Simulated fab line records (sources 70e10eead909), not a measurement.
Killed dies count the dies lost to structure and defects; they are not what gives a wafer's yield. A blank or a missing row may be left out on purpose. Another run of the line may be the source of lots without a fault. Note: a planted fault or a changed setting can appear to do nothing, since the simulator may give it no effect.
Which tool is to blame? :: flow nand-harc :: Sampling: 15 lots, 45 wafers, 4 of 1302 route steps

## WHAT THE GAUGES SHOWED, per wafer
Not one reading of a measure or inspect step in the record can be checked against a usual standard deviation.

## WHAT TOOL EACH LOT RAN ON (gives the tool, then ch and the chambers of the sampled wafers, and finally the start)
lot: L907
NHARC_A_CONTACT_ETCH_134: har-cap-etch-03 ch 0, day 22 18:56
NHARC_A_CONTACT_ETCH_139: har-cap-etch-03 ch 0, day 22 20:14
NHARC_A_CONTACT_STRIP_26: rie-diel-06 ch 0,1, day 23 00:00 or earlier
NHARC_A_BLC_DEVELOP_09: litho-track-06 ch 0, day 23 00:00

lot: L911
NHARC_A_CONTACT_ETCH_134: har-cap-etch-02 ch 0,1, day 25 11:54
NHARC_A_CONTACT_ETCH_139: har-cap-etch-02 ch 0,1, day 25 13:12
NHARC_A_CONTACT_STRIP_26: rie-diel-06 ch 1,2, day 25 16:00 or earlier
NHARC_A_BLC_DEVELOP_09: litho-track-04 ch 0, day 25 16:00

lot: L915
NHARC_A_CONTACT_ETCH_134: har-cap-etch-01 ch 0, day 25 14:52
NHARC_A_CONTACT_ETCH_139: har-cap-etch-01 ch 0, day 25 16:10
NHARC_A_CONTACT_STRIP_26: rie-diel-06 ch 0,1,3, day 25 19:00 or earlier
NHARC_A_BLC_DEVELOP_09: litho-track-01, day 25 19:00

lot: L914
NHARC_A_CONTACT_ETCH_134: har-cap-etch-02 ch 0, day 25 16:41
NHARC_A_CONTACT_ETCH_139: har-cap-etch-02 ch 0, day 25 17:58
NHARC_A_CONTACT_STRIP_26: rie-diel-06 ch 1,2,3, day 25 21:00 or earlier
NHARC_A_BLC_DEVELOP_09: litho-track-06, day 25 21:00

lot: L916
NHARC_A_CONTACT_ETCH_134: har-cap-etch-02 ch 0,1, day 26 02:34
NHARC_A_CONTACT_ETCH_139: har-cap-etch-02 ch 0,1, day 26 03:50
NHARC_A_CONTACT_STRIP_26: rie-diel-06 ch 0,2, day 26 07:00 or earlier
NHARC_A_BLC_DEVELOP_09: litho-track-04, day 26 07:00

lot: L919
NHARC_A_CONTACT_ETCH_134: har-cap-etch-01 ch 0,1, day 27 15:59
NHARC_A_CONTACT_ETCH_139: har-cap-etch-01 ch 0,1, day 27 17:17
NHARC_A_CONTACT_STRIP_26: rie-diel-06 ch 0,1,2, day 27 20:00 or earlier
NHARC_A_BLC_DEVELOP_09: litho-track-01 ch 0, day 27 20:00

lot: L920
NHARC_A_CONTACT_ETCH_134: har-cap-etch-03 ch 0,1, day 27 21:04
NHARC_A_CONTACT_ETCH_139: har-cap-etch-03 ch 0,1, day 27 22:21
NHARC_A_CONTACT_STRIP_26: rie-diel-06 ch 1,3, day 28 01:00 or earlier
NHARC_A_BLC_DEVELOP_09: litho-track-01 ch 0, day 28 01:00

lot: L922
NHARC_A_CONTACT_ETCH_134: har-cap-etch-02 ch 0,1, day 28 05:20
NHARC_A_CONTACT_ETCH_139: har-cap-etch-02 ch 0,1, day 28 06:40
NHARC_A_CONTACT_STRIP_26: rie-diel-06 ch 0,1,2, day 28 10:00 or earlier
NHARC_A_BLC_DEVELOP_09: litho-track-04 ch 0, day 28 10:00

lot: L921
NHARC_A_CONTACT_ETCH_134: har-cap-etch-03 ch 0,1, day 29 09:33
NHARC_A_CONTACT_ETCH_139: har-cap-etch-03 ch 0,1, day 29 10:50
NHARC_A_CONTACT_STRIP_26: rie-diel-09 ch 1,2,3, day 29 14:00 or earlier
NHARC_A_BLC_DEVELOP_09: litho-track-06 ch 0, day 29 14:00

lot: L924
NHARC_A_CONTACT_ETCH_134: har-cap-etch-02 ch 0,1, day 29 23:02
NHARC_A_CONTACT_ETCH_139: har-cap-etch-02 ch 0,1, day 30 00:21
NHARC_A_CONTACT_STRIP_26: rie-diel-09 ch 0,2,3, day 30 03:00 or earlier
NHARC_A_BLC_DEVELOP_09: litho-track-04 ch 0, day 30 03:00

lot: L925
NHARC_A_CONTACT_ETCH_134: har-cap-etch-03 ch 0,1, day 30 00:28
NHARC_A_CONTACT_ETCH_139: har-cap-etch-03 ch 0,1, day 30 02:13
NHARC_A_CONTACT_STRIP_26: rie-diel-09 ch 1,2, day 30 05:00 or earlier
NHARC_A_BLC_DEVELOP_09: litho-track-04 ch 0, day 30 05:00

lot: L926
NHARC_A_CONTACT_ETCH_134: har-cap-etch-03 ch 0, day 30 14:01
NHARC_A_CONTACT_ETCH_139: har-cap-etch-03 ch 0, day 30 15:18
NHARC_A_CONTACT_STRIP_26: rie-diel-02 ch 1,2,3, day 30 19:00 or earlier
NHARC_A_BLC_DEVELOP_09: litho-track-04 ch 0, day 30 19:00

lot: L929
NHARC_A_CONTACT_ETCH_134: har-cap-etch-03 ch 0,1, day 31 15:31
NHARC_A_CONTACT_ETCH_139: har-cap-etch-03 ch 0,1, day 31 16:49
NHARC_A_CONTACT_STRIP_26: rie-diel-06 ch 0,1,2, day 31 21:00 or earlier
NHARC_A_BLC_DEVELOP_09: litho-track-06 ch 0, day 31 21:00

lot: L928
NHARC_A_CONTACT_ETCH_134: har-cap-etch-02 ch 0,1, day 31 16:56
NHARC_A_CONTACT_ETCH_139: har-cap-etch-02 ch 0,1, day 31 18:40
NHARC_A_CONTACT_STRIP_26: rie-diel-06 ch 0,1,2, day 31 23:00 or earlier
NHARC_A_BLC_DEVELOP_09: litho-track-04 ch 0, day 31 23:00

lot: L930
NHARC_A_CONTACT_ETCH_134: har-cap-etch-01 ch 0,1, day 31 19:46
NHARC_A_CONTACT_ETCH_139: har-cap-etch-01 ch 0,1, day 31 21:04
NHARC_A_CONTACT_STRIP_26: rie-diel-06 ch 1,2,3, day 32 00:00 or earlier
NHARC_A_BLC_DEVELOP_09: litho-track-04 ch 0, day 32 00:00
- NHARC_A_CONTACT_ETCH_134: etches the open film in C4F8/O2/Ar, time 140 s, target depth 700 nm.
- NHARC_A_CONTACT_ETCH_139: etches the open film in C4F8/O2/Ar, time 195 s, target depth 840 nm.
- NHARC_A_CONTACT_STRIP_26: strips in O2.
- NHARC_A_BLC_DEVELOP_09: develop time 35 s.

## AS READ BY THE TOOLS THEMSELVES (means over the sampled wafers that have a number; for cases with no such wafer, the mark the record gives instead)
NHARC_A_CONTACT_ETCH_134. Usual: chamber-pressure-mTorr reads 19.999 mTorr (standard deviation 0.017).
lot: L907
tool: har-cap-etch-03
chamber-pressure-mTorr (mTorr): 20.006
flag: 

lot: L911
tool: har-cap-etch-02
chamber-pressure-mTorr (mTorr): 19.996
flag: 

lot: L915
tool: har-cap-etch-01
chamber-pressure-mTorr (mTorr): 20.009
flag: 

lot: L914
tool: har-cap-etch-02
chamber-pressure-mTorr (mTorr): 19.988
flag: 

lot: L916
tool: har-cap-etch-02
chamber-pressure-mTorr (mTorr): 20.004
flag: 

lot: L919
tool: har-cap-etch-01
chamber-pressure-mTorr (mTorr): 20.002
flag: 

lot: L920
tool: har-cap-etch-03
chamber-pressure-mTorr (mTorr): 20.000
flag: 

lot: L922
tool: har-cap-etch-02
chamber-pressure-mTorr (mTorr): 19.991
flag: 

lot: L921
tool: har-cap-etch-03
chamber-pressure-mTorr (mTorr): 20.004
flag: 

lot: L924
tool: har-cap-etch-02
chamber-pressure-mTorr (mTorr): 19.992
flag: 

lot: L925
tool: har-cap-etch-03
chamber-pressure-mTorr (mTorr): 19.999
flag: 

lot: L926
tool: har-cap-etch-03
chamber-pressure-mTorr (mTorr): 19.993
flag: 

lot: L929
tool: har-cap-etch-03
chamber-pressure-mTorr (mTorr): 20.004
flag: 

lot: L928
tool: har-cap-etch-02
chamber-pressure-mTorr (mTorr): 20.004
flag: 

lot: L930
tool: har-cap-etch-01
chamber-pressure-mTorr (mTorr): 19.987
flag: 

NHARC_A_CONTACT_ETCH_139. Usual: chamber-pressure-mTorr reads 20.000 mTorr (standard deviation 0.019).
lot: L907
tool: har-cap-etch-03
chamber-pressure-mTorr (mTorr): 20.009
flag: 

lot: L911
tool: har-cap-etch-02
chamber-pressure-mTorr (mTorr): 20.004
flag: 

lot: L915
tool: har-cap-etch-01
chamber-pressure-mTorr (mTorr): 19.998
flag: 

lot: L914
tool: har-cap-etch-02
chamber-pressure-mTorr (mTorr): 20.002
flag: 

lot: L916
tool: har-cap-etch-02
chamber-pressure-mTorr (mTorr): 20.011
flag: 

lot: L919
tool: har-cap-etch-01
chamber-pressure-mTorr (mTorr): 19.989
flag: 

lot: L920
tool: har-cap-etch-03
chamber-pressure-mTorr (mTorr): 20.002
flag: 

lot: L922
tool: har-cap-etch-02
chamber-pressure-mTorr (mTorr): 20.000
flag: 

lot: L921
tool: har-cap-etch-03
chamber-pressure-mTorr (mTorr): 19.981
flag: 

lot: L924
tool: har-cap-etch-02
chamber-pressure-mTorr (mTorr): 19.995
flag: 

lot: L925
tool: har-cap-etch-03
chamber-pressure-mTorr (mTorr): 20.026
flag: 

lot: L926
tool: har-cap-etch-03
chamber-pressure-mTorr (mTorr): 20.004
flag: 

lot: L929
tool: har-cap-etch-03
chamber-pressure-mTorr (mTorr): 20.013
flag: 

lot: L928
tool: har-cap-etch-02
chamber-pressure-mTorr (mTorr): 19.999
flag: 

lot: L930
tool: har-cap-etch-01
chamber-pressure-mTorr (mTorr): 19.996
flag: 

NHARC_A_CONTACT_STRIP_26. Usual: chamber-pressure-mTorr 60.00 mTorr, standard deviation 0.058; drypump-motor-current-A 5.6 A, standard deviation 0.4; oes-product-au 1.001 a.u., standard deviation 0.0089; rf-vpp-V 57.9 V, standard deviation 0.85; showerhead-plenum-p-Torr 3.55 Torr, standard deviation 0.18; throttle-valve-pct 17.037 %, standard deviation 0.0086.
lot: L907
tool: rie-diel-06
chamber-pressure-mTorr (mTorr): 60.01
drypump-motor-current-A (A): 5.7
oes-product-au (a.u.): 1.003
rf-vpp-V (V): 57.7
showerhead-plenum-p-Torr (Torr): 3.66
throttle-valve-pct (%): 17.040
flag: 

lot: L911
tool: rie-diel-06
chamber-pressure-mTorr (mTorr): 59.96
drypump-motor-current-A (A): 5.4
oes-product-au (a.u.): 1.000
rf-vpp-V (V): 57.3
showerhead-plenum-p-Torr (Torr): 3.42
throttle-valve-pct (%): 17.037
flag: 

lot: L915
tool: rie-diel-06
chamber-pressure-mTorr (mTorr): 60.01
drypump-motor-current-A (A): 5.4
oes-product-au (a.u.): 0.996
rf-vpp-V (V): 57.6
showerhead-plenum-p-Torr (Torr): 3.53
throttle-valve-pct (%): 17.040
flag: 

lot: L914
tool: rie-diel-06
chamber-pressure-mTorr (mTorr): 60.05
drypump-motor-current-A (A): 5.4
oes-product-au (a.u.): 0.994
rf-vpp-V (V): 57.5
showerhead-plenum-p-Torr (Torr): 3.43
throttle-valve-pct (%): 17.036
flag: 

lot: L916
tool: rie-diel-06
chamber-pressure-mTorr (mTorr): 60.01
drypump-motor-current-A (A): 5.8
oes-product-au (a.u.): 0.997
rf-vpp-V (V): 57.7
showerhead-plenum-p-Torr (Torr): 3.59
throttle-valve-pct (%): 17.041
flag: 

lot: L919
tool: rie-diel-06
chamber-pressure-mTorr (mTorr): 59.98
drypump-motor-current-A (A): 5.6
oes-product-au (a.u.): 1.000
rf-vpp-V (V): 58.7
showerhead-plenum-p-Torr (Torr): 3.55
throttle-valve-pct (%): 17.036
flag: 

lot: L920
tool: rie-diel-06
chamber-pressure-mTorr (mTorr): 60.03
drypump-motor-current-A (A): 5.2
oes-product-au (a.u.): 0.991
rf-vpp-V (V): 57.6
showerhead-plenum-p-Torr (Torr): 3.39
throttle-valve-pct (%): 17.044
flag: 

lot: L922
tool: rie-diel-06
chamber-pressure-mTorr (mTorr): 59.95
drypump-motor-current-A (A): 5.6
oes-product-au (a.u.): 0.991
rf-vpp-V (V): 58.6
showerhead-plenum-p-Torr (Torr): 3.55
throttle-valve-pct (%): 17.044
flag: 

lot: L921
tool: rie-diel-09
chamber-pressure-mTorr (mTorr): 60.03
drypump-motor-current-A (A): 5.8
oes-product-au (a.u.): 1.008
rf-vpp-V (V): 58.9
showerhead-plenum-p-Torr (Torr): 3.73
throttle-valve-pct (%): 17.032
flag: 

lot: L924
tool: rie-diel-09
chamber-pressure-mTorr (mTorr): 59.93
drypump-motor-current-A (A): 5.6
oes-product-au (a.u.): 1.008
rf-vpp-V (V): 58.2
showerhead-plenum-p-Torr (Torr): 3.62
throttle-valve-pct (%): 17.052
flag: 

lot: L925
tool: rie-diel-09
chamber-pressure-mTorr (mTorr): 59.99
drypump-motor-current-A (A): 5.5
oes-product-au (a.u.): 0.994
rf-vpp-V (V): 58.4
showerhead-plenum-p-Torr (Torr): 3.69
throttle-valve-pct (%): 17.037
flag: 

lot: L926
tool: rie-diel-02
chamber-pressure-mTorr (mTorr): 59.99
drypump-motor-current-A (A): 6.3
oes-product-au (a.u.): 1.012
rf-vpp-V (V): 58.1
showerhead-plenum-p-Torr (Torr): 3.52
throttle-valve-pct (%): 17.043
flag: 

lot: L929
tool: rie-diel-06
chamber-pressure-mTorr (mTorr): 59.98
drypump-motor-current-A (A): 5.6
oes-product-au (a.u.): 1.001
rf-vpp-V (V): 57.5
showerhead-plenum-p-Torr (Torr): 3.55
throttle-valve-pct (%): 17.035
flag: 

lot: L928
tool: rie-diel-06
chamber-pressure-mTorr (mTorr): 60.03
drypump-motor-current-A (A): 5.6
oes-product-au (a.u.): 0.991
rf-vpp-V (V): 58.3
showerhead-plenum-p-Torr (Torr): 3.55
throttle-valve-pct (%): 17.040
flag: 

lot: L930
tool: rie-diel-06
chamber-pressure-mTorr (mTorr): 59.99
drypump-motor-current-A (A): 5.3
oes-product-au (a.u.): 1.006
rf-vpp-V (V): 57.8
showerhead-plenum-p-Torr (Torr): 3.42
throttle-valve-pct (%): 17.042
flag: 

NHARC_A_BLC_DEVELOP_09. Usual: chill-plate-temp-C reads 23.02 C (standard deviation 0.12).
lot: L907
tool: litho-track-06
chill-plate-temp-C (C): 22.96
flag: 

lot: L911
tool: litho-track-04
chill-plate-temp-C (C): 23.02
flag: 

lot: L915
tool: litho-track-01
chill-plate-temp-C (C): -
flag: OFF

lot: L914
tool: litho-track-06
chill-plate-temp-C (C): -
flag: OFF

lot: L916
tool: litho-track-04
chill-plate-temp-C (C): -
flag: OFF

lot: L919
tool: litho-track-01
chill-plate-temp-C (C): 22.89
flag: 

lot: L920
tool: litho-track-01
chill-plate-temp-C (C): 23.07
flag: 

lot: L922
tool: litho-track-04
chill-plate-temp-C (C): 22.97
flag: 

lot: L921
tool: litho-track-06
chill-plate-temp-C (C): 23.04
flag: 

lot: L924
tool: litho-track-04
chill-plate-temp-C (C): 22.87
flag: 

lot: L925
tool: litho-track-04
chill-plate-temp-C (C): 23.13
flag: 

lot: L926
tool: litho-track-04
chill-plate-temp-C (C): 23.20
flag: 

lot: L929
tool: litho-track-06
chill-plate-temp-C (C): 22.93
flag: 

lot: L928
tool: litho-track-04
chill-plate-temp-C (C): 23.05
flag: 

lot: L930
tool: litho-track-04
chill-plate-temp-C (C): 23.11
flag: 

## THE ANSWER, worked out from the rows above alone
Rule: lot off if the mean of its wafers having a number is beyond 3 standard deviations from the usual mean. Also off: a lot with no number at a reading for which 4 or more lots have one. All remaining lots with rows at the step are treated as sound. After the gauges, taken in route order, come the tools' own readings; for these a lot's mean is taken, as printed above. The first step at which some lot is off is used, and at that step the reading that is off furthest; a lot without a number counts as furthest.
Off at NHARC_A_BLC_DEVELOP_09 (chill-plate-temp-C): L915, L914, L916. Without a number there: L915, L914, L916.
If a tool, at that step or one of the process steps before it, ran each lot that is off and ran no sound lot following the first of them, it fits. Because NHARC_A_CONTACT_STRIP_26 lacks a start for some lots, the hours and order of its lots are taken from NHARC_A_BLC_DEVELOP_09. Of those tried, none fits.

## WHAT WAS PUT IN BY THE SIMULATOR
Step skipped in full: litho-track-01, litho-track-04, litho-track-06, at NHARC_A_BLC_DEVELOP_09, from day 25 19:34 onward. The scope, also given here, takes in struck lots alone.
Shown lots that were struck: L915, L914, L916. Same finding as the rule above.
